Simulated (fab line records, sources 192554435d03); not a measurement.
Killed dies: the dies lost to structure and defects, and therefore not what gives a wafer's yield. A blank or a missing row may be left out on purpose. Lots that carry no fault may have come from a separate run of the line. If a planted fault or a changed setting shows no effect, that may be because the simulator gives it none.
Matching of chambers	flow n5-finfet	N5_HKMG_FIN_PWFM_ALD_03 on ald-metal-03 has 4 sister chambers
The step deposits TiN, target thk 2 nm, pulse time 1 s, purge time 3 s. 8 wafers are shown with their chamber, then 7 later ones without.

## EACH WAFER AND ITS CHAMBER
wafer	chamber	heater-power-w (W)	chamber-pressure-Torr (Torr)
L540.1	2	872	3.005
L543.1	2	897	3.004
L548.4	1	855	2.999
L548.5	0	918	3.001
L551.2	1	848	2.996
L551.6	0	926	2.988
L555.1	3	829	3.006
L555.4	3	846	2.999

## WAFERS WHOSE CHAMBER IS MISSING
wafer	heater-power-w (W)	chamber-pressure-Torr (Torr)
L555.5	903	3.005
L560.1	938	3.000
L560.5	827	3.003
L560.6	958	3.007
L562.2	932	3.001
L562.4	891	2.999
L562.6	901	2.999

## WHICH CHAMBER EACH ONE RAN IN
wafer	from the rows above	in truth
L555.5	can't be placed: 2 or 0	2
L560.1	0	0
L560.5	can't be placed: 3 or 1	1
L560.6	0	0
L562.2	0	0
L562.4	can't be placed: 2 or 0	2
L562.6	can't be placed: 2 or 0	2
Correctly placed: 3 of 7. Can't be placed from these rows: 4 (the true chamber is among the candidates in 4). Placed wrongly: 0.
How it was worked out, from the rows above alone: a wafer's distance from a chamber is the root of the sum, over the readings, of the square of ((its reading less the chamber's mean) divided by the reading's scatter). If the next closest chamber is less than 2 further off than the closest, the wafer can't be placed; otherwise it belongs to the closest. The mean given for a chamber averages the wafers shown for that chamber. The scatter is the square root of a quotient: the sum, over the shown wafers, of each reading's squared deviation from its chamber's mean, divided by wafers minus chambers.
